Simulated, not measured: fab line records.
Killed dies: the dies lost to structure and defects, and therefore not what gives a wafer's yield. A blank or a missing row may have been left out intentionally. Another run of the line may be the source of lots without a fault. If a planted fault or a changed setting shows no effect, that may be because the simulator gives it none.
fab line records -- flow n5-finfet
[record] lots = 7, wafers = 21
route steps=1938 shown ZERO_LAYER@6 WELL_APT@24 FIN_SAQP@125 FIN_CUT@157 DUMMY_GATE@224 SD_EPI_N@263
start-h: hours from the record's opening day to when the first of the lot's shown wafers began -- wait-h: hours from the lot's prior step to this one -- " repeats the value in the row above -- L1.1+2: a single row standing in for several wafers -- - value missing, or start not given -- * or withheld: withheld -- < > ~ a bound
route shown NAME@n: names a module that has steps shown in the file, with the first one's number in the route -- usual: mean and standard deviation over wafers with no fault -- same: alike in all rows -- chamber/n: place in a boat -- sites: the reading at each site -- _std_site: standard deviation across them -- _edge_site: the outer-site mean with the inner-site mean subtracted -- radius-mm: how far each site lies from the wafer's centre -- mask NAME#n: copy n -- behind: the most recent tool/chamber to have shaped the wafer -- hold: why the lot was held/for how many hours/how that ended -- device: the transistor (n, p or np) that didn't switch -- end of line: at the end of the route, the tests of the same wafers -- a step with no rows: only its recipe -- killed: dies lost to structure and defects at the first sort, not the wafer's yield -- map: per-die view of a wafer (x killed, . not killed, _ where there is no die)
set.NAME: the run value of the setting; set.NAME@STEP: its run value at that earlier step -- model.NAME: the simulator's own value behind a step, which no gauge read
lots whose settings were changed on purpose; a table a step, a row a wafer
[[steps]]
[step N5_ZERO_LAYER_COAT_05]
[recipe] spin-rpm = 1500, resist-thk-nm = 1000
lot.wafer,tool,chamber,start-h,wait-h,set.spin-rpm,model.coat_of_ZERO_LAYER_COAT_05.thk-nm
L075.2,litho-track-02,0,-,-,1500,1001
L075.3,litho-track-02,0,-,-,1599,966.1
L075.6,litho-track-02,0,-,-,1500,1002
L076.3,litho-track-01,0,-,-,1382,1038
L076.4,litho-track-01,0,-,-,1382,1040
L076.5,litho-track-01,0,-,-,1500,998.1
L080.2+5,litho-track-01,0,-,-,1414,1026
L080.6,litho-track-01,0,-,-,1500,997.9
L081.2,litho-track-01,0,-,-,1500,994.9
L081.5,litho-track-01,0,-,-,1500,999
L081.6,litho-track-01,0,-,-,1500,996.4
L084.3,litho-track-01,0,-,-,1500,996.3
L084.5,litho-track-01,0,-,-,1500,1001
L084.6,litho-track-01,0,-,-,1500,999.7
L085.2,litho-track-01,0,-,-,1572,978
L085.3,litho-track-01,0,-,-,1500,998.3
L085.5,litho-track-01,0,-,-,1500,1001
L093.1,litho-track-01,0,-,-,1447,1023
L093.3,litho-track-01,0,-,-,1447,1025
L093.5,litho-track-01,0,-,-,1447,1022
[step N5_ZERO_LAYER_EXPOSE_08]
[recipe] mask-id = ZERO, na = 0.55, source-shape = conventional, sigma-outer = 0.8, polarization = unpolarized, defocus-nm = 0, target-cd-nm = 2000, dose-mj = 16.2
lot.wafer,tool,chamber,start-h,wait-h,mask,set.dose-mj
L075.2,krf-scanner-01,0,18.60,-,ZERO#0,16.63
L075.3+6,krf-scanner-01,0,18.60,-,ZERO#0,16.2
L076.3+4+5,krf-scanner-01,0,24.48,-,ZERO#0,16.2
L080.2+5+6,krf-scanner-02,0,48.47,-,ZERO#0,16.2
L081.2+6,krf-scanner-01,0,54.63,-,ZERO#0,16.77
L081.5,krf-scanner-01,0,54.63,-,ZERO#0,16.2
L084.3+5+6,krf-scanner-01,0,72.60,-,ZERO#0,16.2
L085.2+3+5,krf-scanner-01,0,78.66,-,ZERO#0,16.2
L093.1+5,krf-scanner-02,0,126.60,-,ZERO#0,16.78
L093.3,krf-scanner-02,0,126.60,-,ZERO#0,16.2
[step N5_ZERO_LAYER_PEB_09]
[recipe] peb-temp-c = withheld, peb-time-s = *
[step N5_ZERO_LAYER_DEVELOP_10]
[recipe] develop-time-s = 60, rinse-liquid = diw, dry = air-spin, dev-temp-c = 21
[step N5_ZERO_LAYER_HARDBAKE_23]
[recipe] temp-c = 130, time-s = 120
[step N5_ZERO_LAYER_CD_MEAS_11]
[recipe] target-cd-nm = 2000, landing-energy-ev = 500, detector = se-inlens
[usual] cd-nm = 1999.1/1.6
lot.wafer,tool,chamber,start-h,wait-h,set.dose-mj@ZERO_LAYER_EXPOSE_08,cd-nm
L075.2,cd-sem-02,0,18.77,-,16.63,2005.9
L075.3,cd-sem-02,0,18.77,-,16.2,2000.9
L075.6,cd-sem-02,0,18.77,-,16.2,1998.9
L076.3,cd-sem-01,0,24.64,-,16.2,1996.1
L076.4,cd-sem-01,0,24.64,-,16.2,1995.0
L076.5,cd-sem-01,0,24.64,-,16.2,1999.1
L080.2,cd-sem-01,0,48.64,-,16.2,1999.4
L080.5,cd-sem-01,0,48.64,-,16.2,1997.6
L080.6,cd-sem-01,0,48.64,-,16.2,1999.3
L081.2,cd-sem-02,0,54.80,-,16.77,2006.1
L081.5,cd-sem-02,0,54.80,-,16.2,1998.0
L081.6,cd-sem-02,0,54.80,-,16.77,2007.3
L084.3,cd-sem-02,0,72.77,-,16.2,1999.1
L084.5,cd-sem-02,0,72.77,-,16.2,2000.8
L084.6,cd-sem-02,0,72.77,-,16.2,2000.4
L085.2,cd-sem-02,0,78.83,-,16.2,2000.2
L085.3,cd-sem-02,0,78.83,-,16.2,2000.5
L085.5,cd-sem-02,0,78.83,-,16.2,1996.7
L093.1,cd-sem-03,0,126.77,-,16.78,2007.6
L093.3,cd-sem-03,0,126.77,-,16.2,1998.4
L093.5,cd-sem-03,0,126.77,-,16.78,2004.7
[step N5_ZERO_LAYER_DESCUM_16]
[recipe] chemistry = O2, time-s = 7.9, source-power-w = 50, bias-power-w = 20, pressure-mtorr = 20, rf-frequency-hz = 2.712e+07, temp-c = 40, o2-flow-sccm = 225
[step N5_ZERO_LAYER_ETCH_17]
[recipe] chemistry = CF4, target = SiO2, target-depth-a = 120, time-s = 13.3, ion-energy-ev = 350, pressure-mtorr = 40, source-w = 450, bias-w = 215, Ar_flow_sccm = 100, cf4-flow-sccm = 100
[step N5_ZERO_LAYER_ETCH_18]
[recipe] chemistry = HBr/Cl2, target = Si, target-depth-a = 1200, time-s = 40, pressure-mtorr = 10, icp-w = 800, bias-w = 75, HBr_flow_sccm = 150, Cl2_flow_sccm = 80
lot.wafer,tool,chamber,start-h,wait-h,set.spin-rpm@ZERO_LAYER_COAT_05,model.coat_of_ZERO_LAYER_COAT_05.thk-nm
L075.2,rie-si-02,3,19.12,0.0,1500,929.7
L075.3,rie-si-02,0,19.12,0.0,1599,896.1
L075.6,rie-si-02,0,19.12,0.0,1500,931.2
L076.3,rie-si-04,2,24.79,0.0,1382,967
L076.4,rie-si-04,2,24.79,0.0,1382,968.8
L076.5,rie-si-04,3,24.79,0.0,1500,928.5
L080.2,rie-si-02,0,48.79,0.0,1414,956.4
L080.5,rie-si-02,2,48.79,0.0,1414,955.8
L080.6,rie-si-02,1,48.79,0.0,1500,926.7
L081.2,rie-si-02,2,54.97,0.0,1500,925.8
L081.5,rie-si-02,3,54.97,0.0,1500,928.5
L081.6,rie-si-02,0,54.97,0.0,1500,926.3
L084.3,rie-si-04,0,72.92,0.0,1500,925.3
L084.5,rie-si-04,2,72.92,0.0,1500,930.8
L084.6,rie-si-04,3,72.92,0.0,1500,929.7
L085.2,rie-si-04,2,78.97,0.0,1572,908
L085.3,rie-si-04,1,78.97,0.0,1500,929.4
L085.5,rie-si-04,2,78.97,0.0,1500,931.7
L093.1,rie-si-02,1,126.93,0.1,1447,951.7
L093.3,rie-si-02,3,126.93,0.1,1447,953.6
L093.5,rie-si-02,3,126.93,0.1,1447,952.2
[step N5_ZERO_LAYER_STRIP_24]
[recipe] chemistry = O2, power-w = 1000, temp-c = 250, overash-fraction = 0.3, pressure-mtorr = 1000, o2-flow-sccm = 6750
[usual] strip-time-to-endpoint-s = 43.81/0.077
lot.wafer,tool,chamber,start-h,wait-h,set.spin-rpm@ZERO_LAYER_COAT_05,strip-time-to-endpoint-s
L075.2,plasma-asher-02,0,19.22,0.1,1500,43.81
L075.3,plasma-asher-02,1,19.22,0.1,1599,42.81
L075.6,plasma-asher-02,1,19.22,0.1,1500,43.87
L076.3,plasma-asher-01,1,24.91,0.1,1382,44.95
L076.4,plasma-asher-01,0,24.91,0.1,1382,44.99
L076.5,plasma-asher-01,1,24.91,0.1,1500,43.77
L080.2,plasma-asher-02,0,48.89,0.1,1414,44.64
L080.5,plasma-asher-02,0,48.89,0.1,1414,44.61
L080.6,plasma-asher-02,1,48.89,0.1,1500,43.73
L081.2,plasma-asher-02,1,55.08,0.1,1500,43.72
L081.5,plasma-asher-02,1,55.08,0.1,1500,43.79
L081.6,plasma-asher-02,0,55.08,0.1,1500,43.72
L084.3,plasma-asher-01,1,73.04,0.1,1500,43.70
L084.5,plasma-asher-01,1,73.04,0.1,1500,43.86
L084.6,plasma-asher-01,0,73.04,0.1,1500,43.82
L085.2,plasma-asher-01,1,79.08,0.1,1572,43.18
L085.3,plasma-asher-01,0,79.08,0.1,1500,43.81
L085.5,plasma-asher-01,1,79.08,0.1,1500,43.87
L093.1,plasma-asher-02,0,127.04,0.1,1447,44.48
L093.3,plasma-asher-02,0,127.04,0.1,1447,44.56
L093.5,plasma-asher-02,0,127.04,0.1,1447,44.51
[step N5_WELL_APT_EXPOSE_05]
[recipe] mask-id = NWELL, na = 0.8, source-shape = conventional, sigma-outer = 0.8, polarization = unpolarized, defocus-nm = 0, target-cd-nm = 200, dose-mj = 20.3
lot.wafer,tool,chamber,start-h,wait-h,mask,set.dose-mj
L075.2+3,krf-scanner-02,0,19.72,-,NWELL#0,20.3
L075.6,krf-scanner-02,0,19.72,-,NWELL#0,21.34
L076.3,krf-scanner-01,0,25.52,-,NWELL#0,21.21
L076.4+5,krf-scanner-01,0,25.52,-,NWELL#0,20.3
L080.2,krf-scanner-01,0,49.39,-,NWELL#0,20.3
L080.5+6,krf-scanner-01,0,49.39,-,NWELL#0,19.54
L081.2+5+6,krf-scanner-01,0,55.57,-,NWELL#0,20.3
L084.3+5+6,krf-scanner-01,0,73.65,-,NWELL#0,20.3
L085.2+3+5,krf-scanner-01,0,79.83,-,NWELL#0,20.3
L093.1+5,krf-scanner-02,0,127.54,-,NWELL#0,20.3
L093.3,krf-scanner-02,0,127.54,-,NWELL#0,20.9
[step N5_WELL_APT_PEB_06]
[recipe] peb-temp-c = 130, peb-time-s = 90
[step N5_WELL_APT_DEVELOP_07]
[recipe] develop-time-s = 45, rinse-liquid = surfactant-rinse, dry = air-spin, dev-temp-c = 21
[step N5_WELL_APT_HARDBAKE_12]
[recipe] temp-c = 130, time-s = 120
[step N5_WELL_APT_CD_MEAS_08]
[recipe] target-cd-nm = 200, landing-energy-ev = 500, detector = se-inlens
[usual] cd-nm = 199.8/1.7
lot.wafer,tool,chamber,start-h,wait-h,set.dose-mj@WELL_APT_EXPOSE_05,cd-nm
L075.2,cd-sem-02,0,19.89,-,20.3,200.4
L075.3,cd-sem-02,0,19.89,-,20.3,200.3
L075.6,cd-sem-02,0,19.89,-,21.34,208.4
L076.3,cd-sem-02,0,25.68,-,21.21,202.5
L076.4,cd-sem-02,0,25.68,-,20.3,196.6
L076.5,cd-sem-02,0,25.68,-,20.3,197.0
L080.2,cd-sem-01,0,49.56,-,20.3,198.4
L080.5,cd-sem-01,0,49.56,-,19.54,190.6
L080.6,cd-sem-01,0,49.56,-,19.54,190.9
L081.2,cd-sem-02,0,55.74,-,20.3,199.7
L081.5,cd-sem-02,0,55.74,-,20.3,199.3
L081.6,cd-sem-02,0,55.74,-,20.3,200.3
L084.3,cd-sem-01,0,73.81,-,20.3,197.9
L084.5,cd-sem-01,0,73.81,-,20.3,198.4
L084.6,cd-sem-01,0,73.81,-,20.3,197.9
L085.2,cd-sem-01,0,79.99,-,20.3,196.8
L085.3,cd-sem-01,0,79.99,-,20.3,197.3
L085.5,cd-sem-01,0,79.99,-,20.3,197.2
L093.1,cd-sem-02,0,127.71,-,20.3,201.2
L093.3,cd-sem-02,0,127.71,-,20.9,207.1
L093.5,cd-sem-02,0,127.71,-,20.3,200.1
[step N5_WELL_APT_DESCUM_13]
[recipe] chemistry = O2, time-s = 7.9, source-power-w = 50, bias-power-w = 20, pressure-mtorr = 20, rf-frequency-hz = 2.712e+07, temp-c = 40, o2-flow-sccm = 225
lot.wafer,tool,chamber,start-h,wait-h,set.time-s,set.dose-mj@WELL_APT_EXPOSE_05,model.WELL_APT.cd-nm
L075.2,rie-diel-03,1,20.44,0.5,6.422,20.3,200.6
L075.3,rie-diel-03,2,20.44,0.5,6.422,20.3,200.4
L075.6,rie-diel-03,1,20.44,0.5,7.9,21.34,208.6
L076.3,rie-diel-03,0,25.94,0.2,7.9,21.21,202.6
L076.4,rie-diel-03,3,25.94,0.2,9.077,20.3,196.6
L076.5,rie-diel-03,0,25.94,0.2,7.9,20.3,197.1
L080.2,rie-diel-01,3,49.97,0.4,7.9,20.3,198.2
L080.5,rie-diel-01,2,49.97,0.4,7.9,19.54,190.8
L080.6,rie-diel-01,0,49.97,0.4,7.9,19.54,191.1
L081.2,rie-diel-05,0,55.83,0.0,7.9,20.3,200
L081.5,rie-diel-05,3,55.83,0.0,9.302,20.3,199.7
L081.6,rie-diel-05,1,55.83,0.0,9.302,20.3,200.6
L084.3,rie-diel-03,3,73.92,0.1,7.9,20.3,198
L084.5,rie-diel-03,1,73.92,0.1,7.9,20.3,198.3
L084.6,rie-diel-03,0,73.92,0.1,7.9,20.3,197.6
L085.2,rie-diel-01,2,80.62,0.6,7.9,20.3,196.9
L085.3,rie-diel-01,3,80.62,0.6,7.257,20.3,197.6
L085.5,rie-diel-01,2,80.62,0.6,7.9,20.3,197.4
L093.1,rie-diel-01,1,127.80,0.0,7.9,20.3,201.2
L093.3,rie-diel-01,3,127.80,0.0,7.9,20.9,207.2
L093.5,rie-diel-01,2,127.80,0.0,7.189,20.3,200.2
[step N5_FIN_SAQP_SPACER1_ALD_24]
[recipe] material = SiO2, target-thk-a = 203, temp-c = 300, ald-precursor-family = BDEAS, ald-co-reactant = O2-plasma, pulse-time-s = 1, purge-time-s = 2, co-reactant-purge-time-s = 2, ald-cycles = 218, pressure-torr = 2
lot.wafer,tool,chamber,start-h,wait-h,set.ald-cycles,model.SiO2_of_FIN_SAQP_SPACER1_ALD_24.thk-nm
L075.2,ald-sin-03,0,30.16,0.3,239,22.2
L075.3+6,ald-sin-03,"2,3",30.16,0.3,218,20.4
L076.3,ald-sin-02,2,36.89,0.1,218,20.4
L076.4+5,ald-sin-02,"0,2",36.89,0.1,239,22.4
L080.2,ald-sin-03,0,59.13,0.3,218,20.4
L080.5,ald-sin-03,3,59.13,0.3,218,20.2
L080.6,ald-sin-03,0,59.13,0.3,194,18.2
L081.2,ald-sin-03,0,65.30,0.3,218,20.4
L081.5+6,ald-sin-03,"3,2",65.30,0.3,232,21.6
L084.3+5,ald-sin-02,"3,0",83.18,0.1,218,20.4
L084.6,ald-sin-02,1,83.18,0.1,218,20.2
L085.2,ald-sin-04,1,90.18,0.8,218,20.2
L085.3,ald-sin-04,3,90.18,0.8,218,20.4
L085.5,ald-sin-04,3,90.18,0.8,252,23.6
L093.1+3,ald-sin-02,"2,0",138.08,0.3,218,20.4
L093.5,ald-sin-02,0,138.08,0.3,209,19.4
[step N5_FIN_SAQP_SPACER1_ETCHBACK_25]
[recipe] chemistry = CHF3/O2, mode = anisotropic-etchback, target = SiO2, target-depth-a = 244, time-s = 12.2, pressure-mtorr = 30, source-w = 650, bias-w = 170, Ar_flow_sccm = 200, CHF3_flow_sccm = 50, O2_flow_sccm = 5, ion-energy-ev = 200
[step N5_FIN_SAQP_MANDREL1_REMOVE_56]
[recipe] chemistry = HBr/Cl2/O2, bt-time-s = 10, target = a-Si, stop-on = SiNx, endpoint = OES-SiCl, over-etch-frac = 1, icp-w = 600, bias-w = 22, HBr_flow_sccm = 150, Cl2_flow_sccm = 80, O2_flow_sccm = 5, pressure-mtorr = 10
lot.wafer,tool,chamber,start-h,wait-h,set.ald-cycles@FIN_SAQP_SPACER1_ALD_24,model.FIN_SAQP.cd-nm
L075.2,rie-si-06,1,30.97,0.1,239,22.2
L075.3,rie-si-06,3,30.97,0.1,218,20.4
L075.6,rie-si-06,0,30.97,0.1,218,20.2
L076.3,rie-si-02,2,37.71,0.1,218,20.4
L076.4,rie-si-02,0,37.71,0.1,239,22.2
L076.5,rie-si-02,2,37.71,0.1,239,22.6
L080.2+5,rie-si-04,"0,3",59.94,0.1,218,20.4
L080.6,rie-si-04,0,59.94,0.1,194,18.2
L081.2,rie-si-04,0,66.13,0.1,218,20.4
L081.5+6,rie-si-04,"2,1",66.13,0.1,232,21.6
L084.3+5,rie-si-02,0,83.98,0.1,218,20.2
L084.6,rie-si-02,3,83.98,0.1,218,20.4
L085.2,rie-si-04,3,90.98,0.1,218,20.2
L085.3,rie-si-04,2,90.98,0.1,218,20.4
L085.5,rie-si-04,2,90.98,0.1,252,23.6
L093.1+3,rie-si-06,"2,1",139.25,0.1,218,20.2
L093.5,rie-si-06,3,139.25,0.1,209,19.4
[step N5_FIN_SAQP_CD_MEAS_27]
[recipe] target-cd-nm = 20, landing-energy-ev = 1000, detector = se-inlens, polarity = line
[usual] cd-nm = 20.37/0.23
lot.wafer,tool,chamber,start-h,wait-h,set.ald-cycles@FIN_SAQP_SPACER1_ALD_24,cd-nm
L075.2,cd-sem-01,0,31.08,0.1,239,22.31
L075.3,cd-sem-01,0,31.08,0.1,218,20.68
L075.6,cd-sem-01,0,31.08,0.1,218,20.37
L076.3,cd-sem-01,0,37.82,0.1,218,20.08
L076.4,cd-sem-01,0,37.82,0.1,239,22.36
L076.5,cd-sem-01,0,37.82,0.1,239,22.61
L080.2,cd-sem-03,0,60.05,0.1,218,20.52
L080.5,cd-sem-03,0,60.05,0.1,218,20.22
L080.6,cd-sem-03,0,60.05,0.1,194,18.55
L081.2,cd-sem-03,0,66.24,0.1,218,20.18
L081.5,cd-sem-03,0,66.24,0.1,232,21.65
L081.6,cd-sem-03,0,66.24,0.1,232,21.36
L084.3,cd-sem-01,0,84.10,0.1,218,20.15
L084.5,cd-sem-01,0,84.10,0.1,218,20.35
L084.6,cd-sem-01,0,84.10,0.1,218,20.45
L085.2,cd-sem-02,0,91.10,0.1,218,20.02
L085.3,cd-sem-02,0,91.10,0.1,218,20.26
L085.5,cd-sem-02,0,91.10,0.1,252,23.63
L093.1,cd-sem-01,0,139.36,0.1,218,20.49
L093.3,cd-sem-01,0,139.36,0.1,218,20.38
L093.5,cd-sem-01,0,139.36,0.1,209,19.40
[step N5_FIN_CUT_COAT_02]
[recipe] resist = CAR-EUV, spin-rpm = 1500, resist-thk-nm = 30
lot.wafer,tool,chamber,start-h,wait-h,set.spin-rpm,model.CAR-EUV_of_FIN_CUT_COAT_02.thk-nm
L075.2+6,litho-track-05,0,-,-,1418,30.8
L075.3,litho-track-05,0,-,-,1500,30
L076.3+5,litho-track-05,0,-,-,1387,31.2
L076.4,litho-track-05,0,-,-,1387,31.4
L080.2+5,litho-track-04,0,-,-,1500,30
L080.6,litho-track-04,0,-,-,1500,29.8
L081.2,litho-track-01,0,-,-,1500,29.8
L081.5+6,litho-track-01,0,-,-,1500,30
L084.3+5+6,litho-track-04,0,-,-,1500,30
L085.2+5,litho-track-01,0,-,-,1347,31.6
L085.3,litho-track-01,0,-,-,1347,31.8
L093.1+5,litho-track-04,0,-,-,1656,28.6
L093.3,litho-track-04,0,-,-,1500,30
[step N5_FIN_CUT_EBR_04]
[recipe] solvent = PGMEA, ebr-width-mm = 1.5
[step N5_FIN_CUT_SOFTBAKE_03]
[recipe] temp-c = 110, time-s = 60, resist = CAR-EUV
[step N5_FIN_CUT_EXPOSE_05]
[recipe] mask-id = FIN_CUT, na = 0.33, source-shape = annular, sigma-inner = 0.35, sigma-outer = 0.8, polarization = unpolarized, dose-mj = 45.75
[step N5_FIN_CUT_PEB_06]
[recipe] peb-temp-c = 100, peb-time-s = 60, resist = CAR-EUV
[step N5_FIN_CUT_DEVELOP_07]
[recipe] develop-time-s = 30, developer = TMAH, resist = CAR-EUV, rinse-liquid = surfactant-rinse, dry = air-spin, dev-temp-c = 23
lot.wafer,tool,chamber,start-h,wait-h,set.spin-rpm@FIN_CUT_COAT_02,model.CAR-EUV_of_FIN_CUT_COAT_02.thk-nm
L075.2+6,litho-track-01,0,-,-,1418,30.4
L075.3,litho-track-01,0,-,-,1500,29.4
L076.3+4,litho-track-04,0,-,-,1387,30.8
L076.5,litho-track-04,0,-,-,1387,30.6
L080.2+5+6,litho-track-04,0,-,-,1500,29.4
L081.2+5+6,litho-track-04,0,-,-,1500,29.4
L084.3+6,litho-track-04,0,-,-,1500,29.6
L084.5,litho-track-04,0,-,-,1500,29.4
L085.2+3+5,litho-track-01,0,-,-,1347,31.2
L093.1+5,litho-track-04,0,-,-,1656,28.2
L093.3,litho-track-04,0,-,-,1500,29.4
[step N5_FIN_CUT_DESCUM_13]
[recipe] chemistry = O2, time-s = 7, source-power-w = 50, bias-power-w = 20, pressure-mtorr = 20, rf-frequency-hz = 2.712e+07, temp-c = 40, resist = CAR-EUV, o2-flow-sccm = 225
[step N5_FIN_CUT_ETCH_30]
[recipe] chemistry = N2/H2, target = underlayer, target-depth-a = 130, mask-material = CAR-EUV, time-s = 10.4, ion-energy-ev = 200, pressure-mtorr = 30, source-w = 840, bias-w = 150, n2-flow-sccm = 200, h2-flow-sccm = 200, ends = cleared
lot.wafer,tool,chamber,start-h,wait-h,set.spin-rpm@FIN_CUT_COAT_02,model.CAR-EUV_of_FIN_CUT_COAT_02.thk-nm
L075.2,rie-diel-02,2,34.21,0.0,1418,15.4
L075.3,rie-diel-02,3,34.21,0.0,1500,14.4
L075.6,rie-diel-02,0,34.21,0.0,1418,15.6
L076.3+4+5,rie-diel-04,"3,2,0",40.50,0.0,1387,15.8
L080.2+6,rie-diel-06,"1,3",62.68,0.0,1500,14.4
L080.5,rie-diel-06,0,62.68,0.0,1500,14.6
L081.2+5+6,rie-diel-04,"0,0,1",68.85,0.0,1500,14.6
L084.3+5+6,rie-diel-02,"2,2,3",87.18,0.0,1500,14.6
L085.2,rie-diel-04,1,93.89,0.0,1347,16.2
L085.3+5,rie-diel-04,0,93.89,0.0,1347,16.4
L093.1+5,rie-diel-02,3,142.64,0.0,1656,13.2
L093.3,rie-diel-02,2,142.64,0.0,1500,14.6
[step N5_DUMMY_GATE_COAT_28]
[recipe] resist = underlayer, temp-c = 205, time-s = 60, spin-rpm = 1500, resist-thk-nm = 10
lot.wafer,tool,chamber,start-h,wait-h,set.spin-rpm,model.underlayer_of_DUMMY_GATE_COAT_28.thk-nm
L075.2+6,litho-track-02,0,-,-,1334,10.8
L075.3,litho-track-02,0,-,-,1334,10.6
L076.3+4+5,litho-track-03,0,-,-,1500,10
L080.2+5+6,litho-track-02,0,-,-,1500,10
L081.2+6,litho-track-03,0,-,-,1441,10.2
L081.5,litho-track-03,0,-,-,1500,10
L084.3+5+6,litho-track-02,0,-,-,1500,10
L085.2+5,litho-track-02,0,-,-,1500,10
L085.3,litho-track-02,0,-,-,1388,10.4
L093.1,litho-track-01,0,-,-,1644,9.6
L093.3+5,litho-track-01,0,-,-,1500,10
[step N5_SD_EPI_N_COAT_33]
[recipe] resist = SiARC, temp-c = 220, time-s = 60, spin-rpm = 1500, resist-thk-nm = 35
lot.wafer,tool,chamber,start-h,wait-h,set.spin-rpm,model.SiARC_of_SD_EPI_N_COAT_33.thk-nm
L075.2,litho-track-02,0,-,-,1500,35
L075.3,litho-track-02,0,-,-,1500,35.2
L075.6,litho-track-02,0,-,-,1556,34.4
L076.3,litho-track-05,0,-,-,1500,35
L076.4,litho-track-05,0,-,-,1617,33.6
L076.5,litho-track-05,0,-,-,1500,35.2
L080.2+5,litho-track-05,0,-,-,1500,35
L080.6,litho-track-05,0,-,-,1500,35.2
L081.2+6,litho-track-05,0,-,-,1500,35.2
L081.5,litho-track-05,0,-,-,1500,35
L084.3+6,litho-track-04,0,-,-,1500,35.2
L084.5,litho-track-04,0,-,-,1500,35
L085.2+5,litho-track-05,0,-,-,1575,34.2
L085.3,litho-track-05,0,-,-,1500,35
L093.1,litho-track-05,0,-,-,1500,35
L093.3,litho-track-05,0,-,-,1376,36.6
L093.5,litho-track-05,0,-,-,1500,35.2
[[key]]
[split] step = N5_ZERO_LAYER_COAT_05, setting = spin-rpm, stated = 1500, by = wafer
[response] step = N5_ZERO_LAYER_COAT_05, reading = model.coat_of_ZERO_LAYER_COAT_05.thk-nm, change = -5.07, per = 1%, r = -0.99
[response] step = N5_ZERO_LAYER_ETCH_18, reading = model.coat_of_ZERO_LAYER_COAT_05.thk-nm, change = -5.04, per = 1%, r = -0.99
[response] step = N5_ZERO_LAYER_STRIP_24, reading = strip-time-to-endpoint-s, change = *, per = 1%, r = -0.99
[split] step = N5_ZERO_LAYER_EXPOSE_08, setting = dose-mj, stated = 16.2, by = wafer
[response] step = N5_ZERO_LAYER_CD_MEAS_11, reading = cd-nm, change = +2.32, per = 1%, r = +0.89
[split] step = N5_WELL_APT_EXPOSE_05, setting = dose-mj, stated = 20.3, by = wafer
[response] step = N5_WELL_APT_CD_MEAS_08, reading = cd-nm, change = +1.66, per = 1%, r = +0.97
[response] step = N5_WELL_APT_DESCUM_13, reading = model.WELL_APT.cd-nm, change = +1.64, per = 1%, r = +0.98
[split] step = N5_WELL_APT_DESCUM_13, setting = time-s, stated = 7.9, by = wafer
response none clear
[split] step = N5_FIN_SAQP_SPACER1_ALD_24, setting = ald-cycles, stated = 218, by = wafer
[response] step = N5_FIN_SAQP_SPACER1_ALD_24, reading = model.SiO2_of_FIN_SAQP_SPACER1_ALD_24.thk-nm, change = +0.202, per = 1%, r = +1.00
[response] step = N5_FIN_SAQP_MANDREL1_REMOVE_56, reading = model.FIN_SAQP.cd-nm, change = +0.204, per = 1%, r = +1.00
[response] step = N5_FIN_SAQP_CD_MEAS_27, reading = cd-nm, change = +0.21, per = 1%, r = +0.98
[split] step = N5_FIN_CUT_COAT_02, setting = spin-rpm, stated = 1500, by = wafer
[response] step = N5_FIN_CUT_COAT_02, reading = model.CAR-EUV_of_FIN_CUT_COAT_02.thk-nm, change = -0.137, per = 1%, r = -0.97
[response] step = N5_FIN_CUT_DEVELOP_07, reading = model.CAR-EUV_of_FIN_CUT_COAT_02.thk-nm, change = -0.13, per = 1%, r = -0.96
[response] step = N5_FIN_CUT_ETCH_30, reading = model.CAR-EUV_of_FIN_CUT_COAT_02.thk-nm, change = -0.149, per = 1%, r = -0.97
[split] step = N5_DUMMY_GATE_COAT_28, setting = spin-rpm, stated = 1500, by = wafer
[response] step = N5_DUMMY_GATE_COAT_28, reading = model.underlayer_of_DUMMY_GATE_COAT_28.thk-nm, change = -0.0466, per = 1%, r = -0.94
[split] step = N5_SD_EPI_N_COAT_33, setting = spin-rpm, stated = 1500, by = wafer
[response] step = N5_SD_EPI_N_COAT_33, reading = model.SiARC_of_SD_EPI_N_COAT_33.thk-nm, change = -0.183, per = 1%, r = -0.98
